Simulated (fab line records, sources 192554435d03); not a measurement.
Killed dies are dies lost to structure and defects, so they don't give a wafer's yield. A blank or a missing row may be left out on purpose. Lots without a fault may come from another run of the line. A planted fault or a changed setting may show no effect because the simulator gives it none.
Which tool did it? | flow n5_finfet | 8 lots, 24 wafers sampled, at 5 steps of a route of 1938

WHAT THE GAUGES READ, wafer by wafer
N5_BEOL_M4_RC_MEAS_101.
lot  | measured     | on        | DIBL_N (mV/V)
L925 | day 8 17:48  | prober-02 | 32.9 38.3 37.4
L928 | day 9 15:04  | prober-02 | 38.6 36.0 37.0
L935 | day 11 08:43 | prober-02 | 35.6 35.2 36.9
L936 | day 11 09:18 | prober-01 | 37.9 34.4 35.5
L937 | day 11 23:54 | prober-01 | 37.1 38.7 38.9
L940 | day 12 03:20 | prober-01 | 36.0 35.6 37.9
L947 | day 14 01:23 | prober-01 | 34.1 34.1 38.3
L946 | day 14 04:28 | prober-01 | 36.1 36.2 36.2

WHICH TOOL RAN EACH LOT (tool, then ch and the chambers of the sampled wafers, then the start)
lot  | N5_BEOL_M4_DESCUM_16               | N5_BEOL_M4_ETCH_63                 | N5_BEOL_M4_HM_OPEN_17             | N5_BEOL_M4_ETCH_70
L925 | rie_diel-01 ch 0,1,3, day 8 08:14  | rie_diel-01 ch 0,1,3, day 8 08:17  | rie_metal-02 ch 0,1, day 8 08:29  | rie_diel-02 ch 0,1,3, day 8 13:02
L928 | rie_diel-05 ch 0,2, day 8 22:34    | rie_diel-05 ch 0,2, day 8 22:37    | rie_metal-02 ch 0,1, day 8 22:49  | rie_diel-02 ch 1,2,3, day 9 10:05
L935 | rie_diel-05 ch 0,1, day 10 14:13   | rie_diel-05 ch 0,1, day 10 14:16   | rie_metal-02 ch 0,1, day 10 14:28 | rie_diel-02 ch 0,2,3, day 11 04:19
L936 | rie_diel-05 ch 0,1,2, day 10 22:11 | rie_diel-05 ch 0,1,2, day 10 22:14 | rie_metal-01 ch 0,1, day 10 22:29 | rie_diel-05 ch 0,1,2, day 11 04:22
L937 | rie_diel-02 ch 0,1, day 11 17:01   | rie_diel-02 ch 0,1, day 11 17:04   | rie_metal-02 ch 1, day 11 17:16   | rie_diel-02 ch 0,1,3, day 11 19:40
L940 | rie_diel-05 ch 0,1, day 11 17:53   | rie_diel-05 ch 0,1, day 11 17:56   | rie_metal-01 ch 0,1, day 11 18:08 | rie_diel-01 ch 1,2,3, day 11 22:31
L947 | rie_diel-05 ch 0,2,3, day 13 14:16 | rie_diel-05 ch 0,2,3, day 13 14:19 | rie_metal-03 ch 0,1, day 13 14:32 | rie_diel-05 ch 0,2,3, day 13 19:53
L946 | rie_diel-02 ch 0,2,3, day 13 16:22 | rie_diel-02 ch 0,2,3, day 13 16:25 | rie_metal-02 ch 0, day 13 16:37   | rie_diel-01 ch 0,1,3, day 13 23:35
- N5_BEOL_M4_DESCUM_16: chemistry O2, time 7 s.
- N5_BEOL_M4_ETCH_63: etches SiARC in CF4, target depth 15.6 nm, time 26 s.
- N5_BEOL_M4_HM_OPEN_17: chemistry Cl2/BCl3, target TiN, target depth 20 nm, overetch 6 nm.
- N5_BEOL_M4_ETCH_70: etches SOC in N2/H2, target depth 80 nm, overetch 24 nm, time 130 s.

THE ANSWER, worked out from the rows above alone
Rule: what is usual is taken from the lots themselves. Put in order of their means at a reading, lots are off if they are a third of the lots or fewer, leave a main group of 4 or more, and stand apart from it by a gap of 3 or more times the standard deviation of the main group's means; of several such gaps the widest counts. A main group whose means are all the same, to the digits that the tables above print for the reading, isn't used. A lot without any number at a reading at which 4 lots or more have one is off too. The other lots that the step has rows for count as sound.
No lot is off at any reading shown: from this, nothing can be told.

WHAT THE SIMULATOR HAD PUT IN
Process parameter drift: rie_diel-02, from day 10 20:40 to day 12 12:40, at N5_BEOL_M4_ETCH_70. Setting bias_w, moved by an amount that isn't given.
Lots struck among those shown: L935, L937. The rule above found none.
